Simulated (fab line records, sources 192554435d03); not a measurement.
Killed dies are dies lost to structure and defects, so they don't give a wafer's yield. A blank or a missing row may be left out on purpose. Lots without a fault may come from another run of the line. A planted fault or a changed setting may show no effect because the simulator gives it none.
Which tool did it? | flow n5_finfet | 11 lots, 33 wafers sampled, at 5 steps of a route of 1938

WHAT THE GAUGES READ, wafer by wafer
The record holds no reading of a measuring or inspecting step that can be judged against a usual standard deviation.

WHICH TOOL RAN EACH LOT (tool, then ch and the chambers of the sampled wafers, then the start)
lot  | N5_BEOL_M11_ILD_DEP_00          | N5_BEOL_M11_CURE_71           | N5_BEOL_M11_PECVD_70            | N5_BEOL_M11_COAT_05               | N5_PASSIVATION_PROBE_49
L599 | pecvd-02 ch 0,2, day 11 01:16   | uv_cure-03 ch 1, day 11 01:20 | pecvd-02 ch 0,2, day 11 01:53   | litho_track-02 ch 0, day 11 04:06 | -
L602 | pecvd-04 ch 0,2, day 12 18:11   | uv_cure-03 ch 0, day 12 18:16 | pecvd-01 ch 0,1, day 12 18:49   | litho_track-04 ch 0, day 12 19:57 | -
L601 | pecvd-01 ch 1,2, day 12 21:25   | uv_cure-02 ch 0, day 12 21:39 | pecvd-04 ch 0,1,2, day 12 22:31 | litho_track-04 ch 0, day 12 23:20 | prober-01, day 14 18:57
L603 | pecvd-01 ch 0,2, day 12 22:02   | uv_cure-03 ch 0, day 12 22:15 | pecvd-04 ch 0,2, day 12 22:48   | litho_track-04 ch 0, day 12 23:26 | -
L605 | pecvd-01 ch 0,1, day 13 01:13   | uv_cure-02 ch 0, day 13 01:26 | pecvd-04 ch 0,1, day 13 02:19   | litho_track-04 ch 0, day 13 04:47 | prober-01, day 14 20:23
L608 | pecvd-02 ch 1,2, day 14 09:48   | uv_cure-02 ch 1, day 14 09:53 | pecvd-04 ch 0,1,2, day 14 10:26 | litho_track-01 ch 0, day 14 12:14 | -
L613 | pecvd-02 ch 0,1,2, day 15 00:52 | uv_cure-01 ch 1, day 15 01:01 | pecvd-04 ch 1,2, day 15 01:30   | litho_track-01 ch 0, day 15 03:32 | prober-01, day 16 20:40
L617 | pecvd-04 ch 0,1,2, day 16 13:16 | uv_cure-01 ch 1, day 16 13:25 | pecvd-04 ch 0,1,2, day 16 13:53 | litho_track-01 ch 0, day 16 14:40 | -
L616 | pecvd-02 ch 0,1,2, day 16 15:49 | uv_cure-03 ch 2, day 16 16:03 | pecvd-01 ch 0,1,2, day 16 16:26 | litho_track-04 ch 0, day 16 17:08 | -
L618 | pecvd-01 ch 0,1,2, day 16 18:05 | uv_cure-02 ch 1, day 16 18:10 | pecvd-01 ch 0,1, day 16 18:43   | litho_track-02 ch 0, day 16 22:14 | -
L619 | pecvd-01 ch 1,2, day 17 12:43   | uv_cure-02 ch 1, day 17 12:58 | pecvd-01 ch 0,1,2, day 17 13:20 | litho_track-04 ch 0, day 17 14:44 | -
- N5_BEOL_M11_ILD_DEP_00: deposits SiCOH lowk from DEMS/porogen, target thk 308.51 nm, time 58 s.
- N5_BEOL_M11_CURE_71: cures SiCOH lowk, time 240 s.
- N5_BEOL_M11_PECVD_70: deposits SiO2 from TEOS/O2, target thk 20 nm, time 22.7 s.
- N5_BEOL_M11_COAT_05: resist thk 90 nm.
- N5_PASSIVATION_PROBE_49

WHAT THE TOOLS THEMSELVES READ (means of the sampled wafers that have a number; where no wafer has one, the mark that the record gives instead)
N5_BEOL_M11_ILD_DEP_00.
lot  | tool     | heater_power_w (W) | showerhead_plenum_p_Torr (Torr) | throttle_valve_pct (%)
L599 | pecvd-02 | 303                | 5.735                           | 13.1
L602 | pecvd-04 | 234                | 5.720                           | 13.2
L601 | pecvd-01 | 273                | 5.738                           | 14.5
L603 | pecvd-01 | 337                | 5.757                           | 13.7
L605 | pecvd-01 | 306                | 5.739                           | 14.7
L608 | pecvd-02 | 286                | 5.740                           | 13.1
L613 | pecvd-02 | 276                | 5.735                           | 13.2
L617 | pecvd-04 | 276                | 5.735                           | 13.8
L616 | pecvd-02 | 283                | 5.739                           | 13.3
L618 | pecvd-01 | 308                | 5.752                           | 14.2
L619 | pecvd-01 | 281                | 5.735                           | 14.6

N5_BEOL_M11_CURE_71.
lot  | tool       | lamp_power_pct (%) | wafer_temp_C_max
L599 | uv_cure-03 | 52.28              | 386.9
L602 | uv_cure-03 | 52.32              | 386.9
L601 | uv_cure-02 | 52.36              | 386.9
L603 | uv_cure-03 | 52.35              | 386.8
L605 | uv_cure-02 | 52.33              | 387.0
L608 | uv_cure-02 | 52.33              | 386.8
L613 | uv_cure-01 | 52.36              | 386.0
L617 | uv_cure-01 | 52.33              | 386.3
L616 | uv_cure-03 | 52.28              | 386.1
L618 | uv_cure-02 | 52.32              | 386.3
L619 | uv_cure-02 | 52.38              | 386.7

N5_BEOL_M11_PECVD_70.
lot  | tool     | heater_power_w (W) | showerhead_plenum_p_Torr (Torr) | throttle_valve_pct (%)
L599 | pecvd-02 | 666                | 8.77                            | 21.0
L602 | pecvd-01 | 692                | 8.79                            | 23.7
L601 | pecvd-04 | 671                | 8.74                            | 22.1
L603 | pecvd-04 | 564                | 8.72                            | 21.1
L605 | pecvd-04 | 653                | 8.69                            | 22.0
L608 | pecvd-04 | 669                | 8.75                            | 22.0
L613 | pecvd-04 | 713                | 8.76                            | 22.8
L617 | pecvd-04 | 617                | 8.74                            | 22.0
L616 | pecvd-01 | 704                | 8.80                            | 22.9
L618 | pecvd-01 | 738                | 8.82                            | 23.3
L619 | pecvd-01 | 705                | 8.80                            | 23.0

N5_BEOL_M11_COAT_05.
lot  | tool           | spin_speed_rpm (rpm)
L599 | litho_track-02 | 1500.2
L602 | litho_track-04 | 1499.7
L601 | litho_track-04 | 1499.1
L603 | litho_track-04 | 1460.5
L605 | litho_track-04 | 1458.7
L608 | litho_track-01 | 1498.5
L613 | litho_track-01 | 1499.2
L617 | litho_track-01 | 1500.5
L616 | litho_track-04 | 1499.2
L618 | litho_track-02 | 1499.6
L619 | litho_track-04 | 1500.2

N5_PASSIVATION_PROBE_49.
lot  | tool      | defect_limited_yield (%) | killed_at_M0_to_M3 | killed_at_M4_up | killed_at_contacts | killed_at_front_end | killed_at_other | killed_dies | killed_open | killed_short | sort_bin_4_leakage (%) | sort_bin_5_function (%) | sort_bin_6_memory (%) | sort_n_pass | sort_yield_pct (%)
L601 | prober-01 | 90.7                     | 39                 | 12              | 16                 | 38                  | 5               | 110         | 68          | 40           | 0.00                   | 5.1                     | 3.6                   | 1070        | 90.7
L605 | prober-01 | 91.4                     | 30                 | 6               | 9                  | 49                  | 7               | 102         | 72          | 30           | 0.00                   | 5.0                     | 3.3                   | 1078        | 91.4
L613 | prober-01 | 89.1                     | 54                 | 15              | 21                 | 31                  | 7               | 128         | 84          | 42           | 0.00                   | 6.4                     | 4.1                   | 1052        | 89.1

THE ANSWER, worked out from the rows above alone
Rule: what is usual is taken from the lots themselves. Put in order of their means at a reading, lots are off if they are a third of the lots or fewer, leave a main group of 4 or more, and stand apart from it by a gap of 3 or more times the standard deviation of the main group's means; of several such gaps the widest counts. A main group whose means are all the same, to the digits that the tables above print for the reading, isn't used. A lot without any number at a reading at which 4 lots or more have one is off too. The other lots that the step has rows for count as sound. The gauges are gone through in route order, then the tools' own readings, and for those a lot's mean is taken as printed above. The first step at which some lot is off is used, and at that step the reading that is off furthest; a lot without a number counts as furthest.
Off: L603, L605, at N5_BEOL_M11_COAT_05 (spin_speed_rpm). The main group: mean 1499.6 rpm, standard deviation 0.61.
A tool fits if, at that step or a process step before it, it ran every lot that is off, and no sound lot after the first of them. None of those tried fits.

WHAT THE SIMULATOR HAD PUT IN
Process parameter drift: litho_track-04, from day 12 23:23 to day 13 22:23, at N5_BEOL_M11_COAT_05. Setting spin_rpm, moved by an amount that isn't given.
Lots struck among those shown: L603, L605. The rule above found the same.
